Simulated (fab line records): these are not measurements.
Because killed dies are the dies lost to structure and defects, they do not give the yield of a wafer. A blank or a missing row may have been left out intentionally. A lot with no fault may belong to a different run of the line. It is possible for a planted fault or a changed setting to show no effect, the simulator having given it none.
fab line records	flow nandHarc
record: lots: 6	wafers: 18	lastDay: 24
route steps=1159 shown P_GATE@143 END@1159
lots that met no fault: from a run of the same line without faults
startH: start of the lot's first displayed wafer, in hours after the record's first day	waitH: how many hours have passed since the lot's step before this one	" the same as in the row above	L1.1+2: a single row standing in for several wafers	- no value, or no start given	* or withheld: withheld	< > ~ a bound
route shown NAME@n: names a module that has steps shown in the file, with the first one's number in the route	usual: mean/standard deviation taken from wafers without a fault	same: alike in all rows	chamber/n: place in a boat	sites: readings site by site	_std_site: the values' standard deviation	_edge_site: outer sites' mean less inner sites'	radiusMm: how far each site lies from the wafer's centre	mask NAME#n: copy n	behind: the most recent tool/chamber to have shaped the wafer	hold: why the lot was held/for how many hours/how that ended	device: names the non-switching transistor (n, p or np)	end of line: the tests these same wafers got at the end of their route	for a step that has no rows: nothing shown but its recipe	killed: at the first sort, the dies lost to defects and structure; wafer yield is something else	map: dies across one wafer; x = killed, . = not, _ = none there
set.NAME: the setting as run; set.NAME@STEP: as run at that earlier step	model.NAME: the simulator's own value behind a step, which no gauge read
a table for each step, a row for each wafer; lots at some steps of the route
services: a tool's chamber out of use, with start hour (startH, from the record's first day; less than 0 if before it), hours out, and reason
== steps ==
step: NHARC_P_GATE_INSPECT_28
usual: rawDefectCount: 6.2/3
lot.wafer	tool	chamber	startH	waitH	rawDefectCount
L397.1	defectInspect-02	-	89.50	0.0	3
L397.2	"	-	"	"	4
L397.5	"	-	"	"	6
L403.1	defectInspect-02	-	128.53	0.0	10
L403.4	"	-	"	"	11
L403.6	"	-	"	"	5
L406.2	defectInspect-02	-	141.97	0.0	10
L406.3	"	-	"	"	6
L406.6	"	-	"	"	11
L411.1	defectInspect-01	-	176.86	0.0	5
L411.2	"	-	"	"	7
L411.5	"	-	"	"	4
L418.1	defectInspect-02	-	217.20	0.0	6
L418.5	"	-	"	"	1
L418.6	"	-	"	"	7
L419.2	defectInspect-01	-	217.38	0.0	10
L419.5	"	-	"	"	6
L419.6	"	-	"	"	7
step: NHARC_P_GATE_DESCUM_31
recipe: timeS: 3	o2FlowSccm: 200	arFlowSccm: 0	biasPowerW: 0	chemistry: O2
usual: drypumpMotorCurrentA: 5.5/0.33	oesProductAu: 1.001/0.0091	rfVppV: 57.7/0.88	showerheadPlenumPTorr: 1.88/0.094	throttleValvePct: 11.311/0.0084
lot.wafer	tool	chamber	startH	waitH	drypumpMotorCurrentA	oesProductAu	rfHoursCounterH	rfVppV	showerheadPlenumPTorr	throttleValvePct
L397.2	rieDiel-10	2	89.60	0.1	5.7	1.004	32	57.0	1.81	11.317
L397.1	"	3	"	"	5.4	1.001	33	56.5	1.97	11.300
L397.5	"	0	"	"	5.3	0.997	-	57.0	1.96	11.314
L403.4	rieDiel-09	1	128.60	0.1	5.0	0.994	14	57.0	1.85	11.315
L403.1	"	3	"	"	5.4	0.991	14	56.6	1.96	11.309
L403.6	"	0	"	"	5.4	1.007	-	57.4	1.78	11.306
L406.3	rieDiel-10	3	142.04	0.1	5.4	0.992	50	56.1	1.96	11.315
L406.2	"	1	"	"	5.4	1.015	52	58.8	2.01	11.321
L406.6	"	3	"	"	5.4	1.006	-	58.0	1.96	11.306
L411.1	rieDiel-11	3	176.92	0.1	5.2	1.013	36	59.0	1.78	11.305
L411.2	"	0	"	"	5.2	0.996	32	58.4	1.99	11.311
L411.5	"	0	"	"	5.2	1.002	-	57.0	1.99	11.304
L418.1	rieDiel-11	0	217.27	0.1	5.2	1.012	3	58.8	1.99	11.311
L418.6	"	0	"	"	5.2	1.015	-	57.5	1.99	11.324
L418.5	"	1	"	"	5.7	1.008	-	59.3	1.78	11.312
L419.2	rieDiel-10	0	217.45	0.1	5.3	1.000	11	58.1	1.94	11.310
L419.6	"	2	"	"	5.7	1.006	-	56.9	1.80	11.313
L419.5	"	3	"	"	5.4	0.998	-	56.9	1.96	11.300
step: NHARC_P_GATE_ETCH_104
recipe: targetDepthA: 600	timeS: withheld	cf4FlowSccm: 100	chf3FlowSccm: 30	arFlowSccm: 0	rfW: 500	biasW: 200	chemistry: CF4/CHF3
usual: drypumpMotorCurrentA: 5.5/0.32	oesProductAu: 0.950/0.021	rfVppV: 369.8/2.6	showerheadPlenumPTorr: 1.55/0.073	throttleValvePct: 16.802/0.0089
lot.wafer	tool	chamber	startH	waitH	drypumpMotorCurrentA	oesProductAu	rfVppV	showerheadPlenumPTorr	throttleValvePct
L397.2	rieDiel-10	3	89.67	0.1	5.4	0.979	373.0	1.62	16.798
L397.1	"	0	"	"	5.3	0.972	372.8	1.61	16.793
L397.5	"	2	"	"	5.7	0.980	367.4	1.49	16.801
L403.4	rieDiel-09	2	128.69	0.1	6.4	0.976	372.6	1.64	16.798
L403.1	"	3	"	"	5.4	0.947	373.4	1.61	16.812
L403.6	"	2	"	"	6.4	0.962	371.4	1.64	16.797
L406.3	rieDiel-10	2	142.11	0.1	5.7	0.963	367.7	1.49	16.789
L406.2	"	3	"	"	5.3	0.963	371.1	1.61	16.805
L406.6	"	3	"	"	5.4	0.960	372.2	1.61	16.795
L411.1	rieDiel-11	0	177.03	0.1	5.2	0.934	373.6	1.63	16.811
L411.2	"	2	"	"	5.8	0.936	367.9	1.48	16.814
L411.5	"	3	"	"	5.2	0.954	367.0	1.47	16.808
L418.1	rieDiel-11	1	217.36	0.1	5.7	0.955	368.0	1.47	16.789
L418.6	"	1	"	"	5.7	0.947	368.0	1.47	16.811
L418.5	"	2	"	"	5.9	0.967	368.2	1.48	16.797
L419.2	rieDiel-10	3	217.53	0.1	5.4	0.965	371.0	1.61	16.806
L419.6	"	1	"	"	5.4	0.984	374.3	1.64	16.805
L419.5	"	2	"	"	5.7	0.972	367.0	1.48	16.810
step: NHARC_P_GATE_HM_OPEN_105
recipe: targetDepthA: 3600	o2FlowSccm: 400	cosFlowSccm: 20	arFlowSccm: 0	rfW: 500	biasW: 300	chemistry: O2/COS
step: NHARC_P_GATE_STRIP_106
recipe: o2FlowSccm: 400	cosFlowSccm: 20	arFlowSccm: 0	biasW: 0	chemistry: O2/COS
step: NHARC_P_GATE_ETCH_114
recipe: targetDepthA: 300	overetchA: 30	timeS: 16.5	ionEnergyEv: 100	cf4FlowSccm: 80	o2FlowSccm: 20	arFlowSccm: 0	rfW: 300	biasW: 100	chemistry: CF4/O2
usual: drypumpMotorCurrentA: 5.5/0.33	oesProductAu: 1.001/0.01	rfVppV: 197.4/1.7	showerheadPlenumPTorr: 1.32/0.065	throttleValvePct: 13.397/0.0091
lot.wafer	tool	chamber	startH	waitH	drypumpMotorCurrentA	oesProductAu	rfHoursCounterH	rfVppV	showerheadPlenumPTorr	throttleValvePct
L397.2	rieDiel-10	0	-	-	5.3	1.003	34	199.1	1.36	13.408
L397.1	"	2	"	"	5.7	0.999	32	195.8	1.26	13.399
L397.5	"	0	"	"	5.3	1.007	-	199.5	1.36	13.397
L403.4	rieDiel-09	1	-	-	5.0	0.998	14	197.3	1.29	13.399
L403.1	"	2	"	"	6.4	0.996	15	197.7	1.39	13.403
L403.6	"	1	"	"	5.0	0.996	-	196.5	1.29	13.407
L406.2	rieDiel-10	0	-	-	5.3	1.007	53	199.3	1.36	13.389
L406.3	"	3	"	"	5.4	0.996	50	199.6	1.37	13.416
L406.6	"	1	"	"	5.3	1.020	-	199.2	1.40	13.379
L411.1	rieDiel-11	2	-	-	5.9	0.995	35	195.3	1.25	13.394
L411.2	"	3	"	"	5.2	1.018	36	197.1	1.25	13.386
L411.5	"	3	"	"	5.2	1.008	-	195.8	1.25	13.381
L418.1	rieDiel-11	1	-	-	5.6	0.982	0	196.0	1.24	13.416
L418.5	"	0	"	"	5.2	1.008	-	199.7	1.38	13.391
L418.6	"	1	"	"	5.6	0.983	-	195.4	1.24	13.392
L419.2	rieDiel-10	0	-	-	5.3	1.015	11	199.5	1.36	13.400
L419.5	"	1	"	"	5.3	1.005	-	199.0	1.40	13.408
L419.6	"	2	"	"	5.7	1.018	-	195.9	1.26	13.417
step: NHARC_P_GATE_ETCH_32
recipe: targetDepthA: 1500	overEtchFrac: 1	overEtchIonEnergyEv: 40	timeS: 100.1	hbrFlowSccm: 150	cl2FlowSccm: 50	rfW: 400	icpW: 400	biasW: 100	chemistry: HBr/Cl2
usual: drypumpMotorCurrentA: 5.6/0.47	oesProductAu: 1.004/0.01	throttleValvePct: 26.405/0.0094
lot.wafer	tool	chamber	startH	waitH	drypumpMotorCurrentA	oesProductAu	rfHoursCounterH	throttleValvePct
L397.1	rieSi-01	2	90.07	-	5.7	0.997	1.3	26.400
L397.2	"	3	"	"	6.2	1.011	1.1	26.398
L397.5	"	1	"	"	6.7	1.017	-	26.413
L403.1	rieSi-03	3	129.06	-	5.3	1.011	1.4	26.395
L403.4	"	0	"	"	4.9	1.013	1.5	26.399
L403.6	"	0	"	"	4.9	1.008	-	26.396
L406.2	rieSi-01	0	142.77	-	4.9	1.003	0.0	26.409
L406.3	"	2	"	"	5.7	1.013	0.0	26.417
L406.6	"	0	"	"	4.9	1.005	-	26.408
L411.1	rieSi-03	0	177.98	-	4.9	1.006	0.2	26.418
L411.2	"	1	"	"	5.7	0.999	0.1	26.410
L411.5	"	3	"	"	5.3	1.004	-	26.402
L418.1	rieSi-06	2	217.81	-	5.5	1.004	0.2	26.402
L418.5	"	1	"	"	5.7	0.995	-	26.404
L418.6	"	0	"	"	5.5	0.994	-	26.400
L419.2	rieSi-01	3	217.90	-	6.1	1.002	0.7	26.402
L419.5	"	3	"	"	6.2	1.017	-	26.406
L419.6	"	0	"	"	4.9	1.006	-	26.416
step: NHARC_P_GATE_STRIP_108
recipe: o2FlowSccm: 500	arFlowSccm: 0	biasW: 0	chemistry: O2
step: NHARC_P_GATE_CD_MEAS_33
usual: cdNm: 121.6/2.3
lot.wafer	tool	chamber	startH	waitH	cdNm
L397.1	cdSem-01	-	90.40	-	122.2
L397.2	"	-	"	"	119.0
L397.5	"	-	"	"	121.8
L403.1	cdSem-01	-	129.39	-	120.6
L403.4	"	-	"	"	121.6
L403.6	"	-	"	"	120.7
L406.2	cdSem-03	-	143.09	-	124.2
L406.3	"	-	"	"	126.0
L406.6	"	-	"	"	123.4
L411.1	cdSem-01	-	178.31	-	123.4
L411.2	"	-	"	"	117.3
L411.5	"	-	"	"	120.2
L418.1	cdSem-01	-	218.15	-	123.3
L418.5	"	-	"	"	119.4
L418.6	"	-	"	"	122.0
L419.2	cdSem-02	-	218.27	0.2	123.3
L419.5	"	-	"	"	119.3
L419.6	"	-	"	"	125.9
step: NHARC_P_GATE_STRIP_35
recipe: timeS: 600	tempC: 130	chemistry: SPM
step: NHARC_P_GATE_PRECLEAN_73
recipe: timeS: *	tempC: 50	bathAgeMin: 0	chemistry: SC1
step: NHARC_P_GATE_SRD_74
step: NHARC_P_GATE_ALD_36
recipe: targetThkA: 200	pulseTimeS: 60	aldCycles: 223	tempC: 400	material: SiNx
usual: aldCycles: 223/0	heaterPowerW: 827/73	precursorPulseHeightRel: 1.002/0.021
lot.wafer	tool	chamber	startH	waitH	aldCycles	heaterPowerW	precursorPulseHeightRel
L397.1	aldSin-04	3	90.86	-	223	838	1.003
L397.2	"	1	92.97	-	223	802	0.996
L397.5	"	3	95.09	-	223	827	0.976
L403.4	aldSin-02	3	129.85	-	408	908	1.024
L403.1	"	2	133.05	-	408	949	1.011
L403.6	"	3	134.12	-	408	896	0.993
L406.2	aldSin-02	2	143.56	-	408	927	1.039
L406.3	"	1	146.70	-	408	810	0.972
L406.6	"	2	147.75	-	408	939	1.011
L411.1	aldSin-04	0	178.78	-	223	755	1.028
L411.2	"	2	180.92	-	223	796	0.986
L411.5	"	1	184.12	-	223	834	0.993
L419.2	aldSin-02	2	218.73	-	223	961	0.994
L419.5	"	2	222.95	-	223	942	1.017
L419.6	"	3	224.01	-	223	887	0.985
L418.1	aldSin-04	1	220.72	-	223	799	1.031
L418.5	"	3	222.84	-	223	807	1.019
L418.6	"	0	223.90	-	223	758	0.982
step: NHARC_P_GATE_ETCHBACK_37
recipe: targetDepthA: 345	timeS: 17.2	chf3FlowSccm: 50	o2FlowSccm: 10	arFlowSccm: 200	rfW: 500	biasW: 200	chemistry: CHF3/O2
usual: drypumpMotorCurrentA: 5.5/0.39	oesProductAu: 0.95/0.034	rfVppV: 369.4/2.7	showerheadPlenumPTorr: 2.34/0.11	throttleValvePct: 20.572/0.0094
lot.wafer	tool	chamber	startH	waitH	drypumpMotorCurrentA	oesProductAu	rfHoursCounterH	rfVppV	showerheadPlenumPTorr	throttleValvePct
L397.2	rieDiel-09	2	-	-	6.4	0.92	6	372.2	2.50	20.580
L397.1	"	3	"	"	5.3	0.92	6	372.4	2.46	20.567
L397.5	"	0	"	"	5.4	0.93	-	369.3	2.25	20.566
L403.1	rieDiel-11	2	-	-	5.9	0.93	24	369.2	2.26	20.595
L403.4	"	0	"	"	5.2	0.93	22	372.8	2.50	20.575
L403.6	"	2	"	"	5.9	0.92	-	368.9	2.26	20.568
L406.3	rieDiel-11	0	-	-	5.2	0.93	25	373.3	2.49	20.573
L406.2	"	1	"	"	5.6	0.92	16	366.1	2.24	20.567
L406.6	"	1	"	"	5.7	0.91	-	366.6	2.24	20.569
L411.2	rieDiel-11	3	-	-	5.2	0.95	38	368.1	2.24	20.566
L411.1	"	0	"	"	5.2	0.93	35	371.6	2.49	20.568
L411.5	"	2	"	"	5.9	0.92	-	367.2	2.26	20.574
L418.1	rieDiel-11	0	-	-	5.2	0.92	4	370.8	2.49	20.570
L418.5	"	0	"	"	5.2	0.94	-	372.4	2.49	20.560
L418.6	"	1	"	"	5.6	0.91	-	368.9	2.24	20.564
L419.2	rieDiel-11	0	-	-	5.2	0.93	4	372.4	2.49	20.583
L419.5	"	2	"	"	5.9	0.94	-	367.4	2.26	20.576
L419.6	"	3	"	"	5.2	1.00	-	366.2	2.24	20.564
step: NHARC_END_SORT_01
recipe: tempC: 25
usual: killedAtArray: 25/9.5	killedAtOther: 0.8/1.2	killedAtPeriphery: 3.4/2.2	killedDies: 29/10	killedOpen: 3.3/1.8	killedShort: 2.1/1.4
same: grossDies: 677
lot.wafer	tool	chamber	startH	waitH	killedAtArray	killedAtOther	killedAtPeriphery	killedDies	killedOpen	killedShort
L403.1	prober-01	0	485.90	2.5	31	3	3	37	2	2
L403.4	prober-01	0	488.30	3.4	17	5	3	25	4	2
L403.6	prober-01	0	489.90	4.0	24	2	1	27	2	0
killed by level:class
L403.1 A_CHANNEL_HOLE_D1:chamberFilmFlake=13 A_SLIT:chamberFilmFlake=9 P_STI:chamberFilmFlake=3 THIN_TSV:chamberFilmFlake=3 A_ZERO_WELL:chamberFilmFlake=2 A_SGD_CUT:geometricParticle:open=1 A_WL_FILL:geometricParticle:short=1 A_CONTACT:geometricParticle:open=1
L403.4 A_CHANNEL_HOLE_D1:chamberFilmFlake=5 THIN_TSV:chamberFilmFlake=5 A_SLIT:chamberFilmFlake=4 A_WL_FILL:geometricParticle:open=2 A_ZERO_WELL:chamberFilmFlake=2 A_WL_FILL:chamberFilmFlake=2 P_GATE:geometricParticle:open=1 P_M1:geometricParticle:short=1
L403.6 A_SLIT:chamberFilmFlake=12 A_CHANNEL_HOLE_D1:chamberFilmFlake=5 A_WL_FILL:chamberFilmFlake=3 THIN_TSV:chamberFilmFlake=2 A_CONTACT:geometricParticle:open=1 A_M0:geometricParticle:open=1 P_STI:chamberFilmFlake=1 A_ZERO_WELL:chamberFilmFlake=1
== services ==
tool	chamber	startH	hours	kind
rieSi-06	1	76.89	5.1	repair
rieSi-06	0	77.13	8.0	repair
rieDiel-09	-	77.17	9.0	pm
rieDiel-11	0	91.15	2.8	repair
rieSi-03	1	94.57	12.2	repair
rieSi-06	-	100.83	0.9	repair
rieSi-06	-	105.44	1.7	repair
rieSi-03	3	112.71	12.2	repair
rieDiel-11	-	122.58	0.6	repair
rieSi-01	3	126.23	13.4	repair
rieSi-01	-	127.00	9.0	pm
rieDiel-09	2	136.93	8.3	repair
rieDiel-09	3	144.69	6.2	repair
rieDiel-10	1	152.61	8.9	repair
rieSi-03	-	155.00	9.0	pm
rieDiel-11	1	160.96	54.7	repair
rieDiel-10	-	174.08	0.2	repair
rieDiel-10	-	176.50	9.0	pm
rieDiel-11	3	180.19	3.9	repair
rieSi-01	1	183.67	1.2	repair
rieDiel-11	-	189.50	9.0	pm
rieDiel-11	3	200.19	10.1	repair
rieDiel-11	3	212.09	6.8	repair
aldSin-04	2	226.29	7.8	repair
== key ==
firstSign: step: NHARC_P_GATE_ALD_36	reading: aldCycles	direction: up	sigmas: 99+	usual: 223	struck: 408
effect none on later readings
metAt NHARC_P_GATE_ALD_36
struckWafers L403.1,L403.4,L403.6,L406.2,L406.3,L406.6
testerLeftOut L403,L406
fault: kind: processParameterDrift	tool: aldSin-02	chamber: -	onsetH: 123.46	steps: NHARC_P_GATE_ALD_36	channel: aldCycles	offset: 185	shape: step	endH: 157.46	stated: 223
testerLeftOut: of these lots the tester's yield and bins aren't shown, on N5 and GAA mostly nor the transistor test; their killed dies are dies lost to structure and defects alone, not to doping, threshold or leakage, so they don't give the yield
